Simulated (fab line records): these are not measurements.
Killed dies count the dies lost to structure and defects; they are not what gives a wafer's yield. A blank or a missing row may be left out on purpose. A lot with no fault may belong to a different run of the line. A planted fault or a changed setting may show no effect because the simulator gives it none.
Which tool was responsible? ; flow n5Finfet ; Sampling: 22 lots, 66 wafers, 5 of 1938 route steps

## WHAT THE GAUGES SHOWED, per wafer
N5_SD_EPI_N_INSPECT_11: inspects for defects (macro).
lot;measured;on;rawDefectCount
L074;day 3 01:47;defectInspect-01;0 2 1
L075;day 3 06:37;defectInspect-02;0 0 5
L076;day 3 13:23;defectInspect-02;5 2 4
L077;day 3 19:21;defectInspect-01;2 2 1
L078;day 4 02:58;defectInspect-01;5 3 2
L079;day 4 06:22;defectInspect-02;0 0 2
L080;day 4 12:05;defectInspect-01;0 2 1
L081;day 4 17:43;defectInspect-02;1 2 2
L082;day 5 00:09;defectInspect-01;1 1 2
L083;day 5 06:38;defectInspect-01;0 1 0
L084;day 5 14:21;defectInspect-01;2 1 2
L085;day 6 00:26;defectInspect-02;2 1 1
L087;day 6 14:00;defectInspect-01;3 3 5
L088;day 6 17:29;defectInspect-01;5 4 2
L089;day 6 21:32;defectInspect-01;3 1 0
L090;day 7 08:34;defectInspect-02;2 4 0
L091;day 7 12:14;defectInspect-02;1 2 1
L092;day 7 12:58;defectInspect-02;1 5 1
L094;day 8 00:02;defectInspect-01;3 3 2
L095;day 8 07:19;defectInspect-02;2 0 0
L096;day 8 11:34;defectInspect-02;3 2 3
L097;day 9 01:14;defectInspect-01;4 0 0

## EACH LOT AND THE TOOL THAT RAN IT (in order: tool; ch and the chambers of the sampled wafers; start)
lot;N5_FIN_SAQP_SPACER2_ALD_28;N5_STI_FIN_REVEAL_ETCHBACK_08;N5_DUMMY_GATE_ETCH_36;N5_DUMMY_GATE_ETCH_42
L074;aldSin-04 ch 1,2,3, day 2 00:52;rieDiel-02 ch 0,3, day 2 09:29;rieDiel-04 ch 2,3, day 2 23:40;rieDiel-03 ch 2,3, day 3 00:29
L075;aldSin-03 ch 0,3, day 2 07:49;rieDiel-05 ch 1,3, day 2 16:34;rieDiel-03 ch 1,2, day 3 04:28;rieDiel-04 ch 1,3, day 3 05:19
L076;aldSin-01 ch 1,3, day 2 13:35;rieDiel-05 ch 0,1,3, day 2 22:40;rieDiel-01 ch 0,1,3, day 3 11:10;rieDiel-01 ch 1,2, day 3 12:12
L077;aldSin-01 ch 0,1,3, day 2 19:59;rieDiel-06 ch 0,2,3, day 3 04:17;rieDiel-01 ch 0,2,3, day 3 17:18;rieDiel-01 ch 0,1,3, day 3 18:09
L078;aldSin-03 ch 0,1, day 3 04:46;rieDiel-05 ch 1,2, day 3 13:11;rieDiel-04 ch 0,1,3, day 4 00:59;rieDiel-03 ch 0,1,3, day 4 01:49
L079;aldSin-03 ch 0,1,2, day 3 07:51;rieDiel-05 ch 0,1,2, day 3 16:06;rieDiel-04 ch 1,2,3, day 4 04:02;rieDiel-04 ch 0,1,2, day 4 04:51
L080;aldSin-04 ch 0,1, day 3 13:20;rieDiel-06 ch 0,1,2, day 3 21:52;rieDiel-01 ch 0,2, day 4 09:57;rieDiel-04 ch 0,1,3, day 4 10:47
L081;aldSin-01 ch 2,3, day 3 19:31;rieDiel-02 ch 1,3, day 4 03:53;rieDiel-03 ch 1,3, day 4 15:44;rieDiel-01 ch 0,2,3, day 4 16:32
L082;aldSin-04 ch 0,2,3, day 4 01:13;rieDiel-06 ch 1,2,3, day 4 09:23;rieDiel-03 ch 1,2, day 4 21:29;rieDiel-03 ch 0,1,2, day 4 22:32
L083;aldSin-03 ch 0,2,3, day 4 07:38;rieDiel-05 ch 0,2,3, day 4 16:07;rieDiel-03 ch 0,1,2, day 5 03:59;rieDiel-04 ch 1,2,3, day 5 04:48
L084;aldSin-04 ch 0,1,3, day 4 13:05;rieDiel-06 ch 0,1,2, day 4 21:43;rieDiel-03 ch 0,1,3, day 5 11:37;rieDiel-03 ch 0,1,2, day 5 12:25
L085;aldSin-01 ch 0,1,2, day 4 19:38;rieDiel-06 ch 0,2,3, day 5 04:41;rieDiel-01 ch 1,2,3, day 5 22:01;rieDiel-03 ch 1,2,3, day 5 23:08
L087;aldSin-04 ch 0,1,2, day 5 09:01;rieDiel-05 ch 0,2,3, day 5 17:11;rieDiel-03 ch 0,2,3, day 6 11:47;rieDiel-04 ch 0,3, day 6 12:36
L088;aldSin-01 ch 1,2, day 5 14:23;rieDiel-02 ch 0,2,3, day 5 23:13;rieDiel-03 ch 0,2,3, day 6 15:31;rieDiel-01 ch 0,1,3, day 6 16:19
L089;aldSin-01 ch 0,2,3, day 5 19:40;rieDiel-06 ch 0,1, day 6 04:05;rieDiel-01 ch 0,3, day 6 19:32;rieDiel-03 ch 0,1,3, day 6 20:22
L090;aldSin-01 ch 0,2,3, day 6 02:35;rieDiel-05 ch 2,3, day 6 10:43;rieDiel-01 ch 1,2,3, day 7 06:16;rieDiel-01 ch 1,3, day 7 07:16
L091;aldSin-01 ch 0,1,2, day 6 07:29;rieDiel-05 ch 0,2,3, day 6 15:59;rieDiel-04 ch 2,3, day 7 10:08;rieDiel-03 ch 0,1,3, day 7 10:57
L092;aldSin-04 ch 0,2,3, day 6 12:16;rieDiel-06 ch 0,1,3, day 6 20:26;rieDiel-04 ch 1,2, day 7 10:46;rieDiel-01 ch 1,2,3, day 7 11:41
L094;aldSin-01 ch 0,1, day 7 01:25;rieDiel-02 ch 0,1,2, day 7 09:59;rieDiel-03 ch 0,1,3, day 7 21:56;rieDiel-03 ch 1,2,3, day 7 22:45
L095;aldSin-04 ch 0,1,3, day 7 07:49;rieDiel-06 ch 0,2,3, day 7 16:13;rieDiel-03 ch 0,2,3, day 8 05:07;rieDiel-03 ch 0,1,2, day 8 06:02
L096;aldSin-03 ch 0,1,3, day 7 12:34;rieDiel-05 ch 2,3, day 7 21:29;rieDiel-01 ch 0,1, day 8 09:35;rieDiel-01 ch 0,1, day 8 10:23
L097;aldSin-01 ch 2,3, day 7 19:02;rieDiel-05 ch 1,2,3, day 8 08:08;rieDiel-01 ch 2,3, day 8 22:52;rieDiel-03 ch 2,3, day 8 23:57
- N5_FIN_SAQP_SPACER2_ALD_28: deposits SiO2, target thk 8.1 nm, pulse time 1 s, purge time 2 s.
- N5_STI_FIN_REVEAL_ETCHBACK_08: etches SiO2 in C4F6/O2, target depth 30.5 nm, time 10.167 s.
- N5_DUMMY_GATE_ETCH_36: etches SiARC in CF4, target depth 13 nm.
- N5_DUMMY_GATE_ETCH_42: etches SiO2 in CHF3/O2, target depth 3.5 nm, time 31 s.

## WHAT THE TOOLS THEMSELVES READ (means of the sampled wafers that have a number; where no wafer has one, the mark that the record gives instead)
N5_FIN_SAQP_SPACER2_ALD_28.
lot;tool;heaterPowerW (W);precursorPulseHeightRel
L074;aldSin-04;431;0.987
L075;aldSin-03;440;1.014
L076;aldSin-01;501;1.010
L077;aldSin-01;474;1.018
L078;aldSin-03;440;0.998
L079;aldSin-03;397;0.979
L080;aldSin-04;489;1.005
L081;aldSin-01;540;1.000
L082;aldSin-04;461;1.010
L083;aldSin-03;387;0.986
L084;aldSin-04;443;1.015
L085;aldSin-01;488;1.007
L087;aldSin-04;484;0.977
L088;aldSin-01;510;1.017
L089;aldSin-01;517;0.994
L090;aldSin-01;520;1.006
L091;aldSin-01;482;0.985
L092;aldSin-04;474;0.977
L094;aldSin-01;456;1.010
L095;aldSin-04;443;1.003
L096;aldSin-03;440;0.997
L097;aldSin-01;542;1.001

N5_STI_FIN_REVEAL_ETCHBACK_08.
lot;tool;drypumpMotorCurrentA (A);oes_o_777_au (a.u.);oesProductAu (a.u.);rfVppV (V);showerheadPlenumPTorr (Torr);throttleValvePct (%)
L074;rieDiel-02;5.7;0.91;0.91;665;2.83;20.8
L075;rieDiel-05;5.2;0.72;0.71;660;2.83;21.0
L076;rieDiel-05;5.2;0.76;0.75;657;2.81;20.9
L077;rieDiel-06;6.0;0.82;0.81;664;2.90;21.2
L078;rieDiel-05;5.4;0.80;0.79;664;2.87;21.0
L079;rieDiel-05;5.3;0.79;0.79;658;2.83;20.9
L080;rieDiel-06;5.5;0.81;0.79;656;2.86;21.2
L081;rieDiel-02;5.9;0.81;0.81;668;2.90;21.0
L082;rieDiel-06;6.1;0.74;0.70;652;2.82;21.4
L083;rieDiel-05;5.4;0.78;0.79;664;2.85;21.1
L084;rieDiel-06;5.5;0.80;0.78;656;2.85;21.2
L085;rieDiel-06;6.0;0.81;0.79;664;2.89;21.3
L087;rieDiel-05;5.4;0.77;0.77;665;2.84;21.1
L088;rieDiel-02;5.6;0.88;0.87;673;2.88;20.7
L089;rieDiel-06;5.0;0.85;0.83;670;2.95;20.9
L090;rieDiel-05;5.5;0.74;0.72;668;2.85;21.2
L091;rieDiel-05;5.4;0.77;0.77;664;2.84;21.1
L092;rieDiel-06;5.6;0.78;0.76;668;2.91;21.0
L094;rieDiel-02;5.7;0.83;0.82;686;2.90;20.8
L095;rieDiel-06;6.0;0.78;0.76;664;2.88;21.3
L096;rieDiel-05;5.5;0.73;0.72;668;2.85;21.2
L097;rieDiel-05;5.3;0.81;0.79;662;2.83;20.9

N5_DUMMY_GATE_ETCH_36.
lot;tool;drypumpMotorCurrentA (A);oesProductAu (a.u.);rfVppV (V);showerheadPlenumPTorr (Torr);throttleValvePct (%)
L074;rieDiel-04;5.5;0.81;184.0;2.10;15.34
L075;rieDiel-03;5.9;0.72;184.8;2.21;15.86
L076;rieDiel-01;5.4;0.80;184.5;2.16;15.45
L077;rieDiel-01;5.2;0.77;184.0;2.15;15.53
L078;rieDiel-04;5.6;0.75;182.7;2.05;15.56
L079;rieDiel-04;5.7;0.82;183.3;2.07;15.30
L080;rieDiel-01;5.1;0.77;184.2;2.09;15.54
L081;rieDiel-03;5.9;0.71;185.0;2.16;15.86
L082;rieDiel-03;5.9;0.71;185.3;2.20;15.88
L083;rieDiel-03;5.8;0.70;184.6;2.17;15.69
L084;rieDiel-03;6.0;0.70;183.1;2.15;15.72
L085;rieDiel-01;5.5;0.82;184.4;2.14;15.42
L087;rieDiel-03;5.6;0.69;184.3;2.14;15.66
L088;rieDiel-03;5.6;0.69;184.4;2.14;15.65
L089;rieDiel-01;5.2;0.72;184.5;2.15;15.63
L090;rieDiel-01;5.5;0.81;184.6;2.13;15.45
L091;rieDiel-04;5.8;0.82;184.9;2.13;15.26
L092;rieDiel-04;5.9;0.81;182.4;2.04;15.29
L094;rieDiel-03;6.0;0.68;185.0;2.14;15.78
L095;rieDiel-03;5.6;0.78;184.1;2.14;15.52
L096;rieDiel-01;5.2;0.92;184.2;2.10;15.24
L097;rieDiel-01;5.5;0.76;185.1;2.18;15.52

N5_DUMMY_GATE_ETCH_42.
lot;tool;drypumpMotorCurrentA (A);oes_o_777_au (a.u.);oesProductAu (a.u.);rfVppV (V);showerheadPlenumPTorr (Torr);throttleValvePct (%)
L074;rieDiel-03;5.5;0.71;0.70;42.6;2.42;18.83
L075;rieDiel-04;5.5;0.77;0.77;41.0;2.27;18.56
L076;rieDiel-01;5.6;0.88;0.87;41.7;2.36;18.51
L077;rieDiel-01;5.5;0.80;0.79;42.3;2.43;18.65
L078;rieDiel-03;6.0;0.71;0.70;43.1;2.42;18.83
L079;rieDiel-04;5.9;0.81;0.81;42.0;2.36;18.60
L080;rieDiel-04;5.5;0.74;0.74;43.0;2.30;18.72
L081;rieDiel-01;5.3;0.76;0.76;42.4;2.42;18.70
L082;rieDiel-03;5.8;0.70;0.71;43.1;2.44;18.79
L083;rieDiel-04;5.7;0.80;0.81;42.4;2.34;18.52
L084;rieDiel-03;5.8;0.69;0.69;43.0;2.44;18.80
L085;rieDiel-03;5.7;0.70;0.69;42.8;2.44;18.93
L087;rieDiel-04;5.4;0.71;0.71;41.8;2.33;18.80
L088;rieDiel-01;5.5;0.78;0.78;41.8;2.42;18.69
L089;rieDiel-03;6.0;0.70;0.69;41.9;2.41;18.86
L090;rieDiel-01;5.6;0.80;0.80;43.0;2.47;18.59
L091;rieDiel-03;6.0;0.70;0.68;42.5;2.41;18.88
L092;rieDiel-01;5.5;0.81;0.80;42.5;2.40;18.61
L094;rieDiel-03;5.7;0.78;0.78;42.3;2.44;18.82
L095;rieDiel-03;5.8;0.77;0.77;43.1;2.43;18.69
L096;rieDiel-01;5.3;0.94;0.91;42.5;2.38;18.49
L097;rieDiel-03;5.5;0.76;0.76;42.4;2.40;18.76

## THE ANSWER, worked out from the rows above alone
Rule: the lots themselves supply what counts as usual. The widest of any qualifying gaps counts: lots, ordered by their means at a reading, are off when they make up no more than a third of the lots, leave a main group of 4 or more, and stand apart from it by 3 or more times the standard deviation of that group's means. A main group whose means are all the same, to the digits that the tables above print for the reading, isn't used. Also off: a lot with no number at a reading for which 4 or more lots have one. The other lots that the step has rows for count as sound. After the gauges, taken in route order, come the tools' own readings; for these a lot's mean is taken, as printed above. At the first step where some lot is off, the reading lying furthest off is the one used; lots without a number count as furthest.
Nothing can be told from this: no lot is off at any reading shown.

## WHAT THE SIMULATOR HAD INSERTED
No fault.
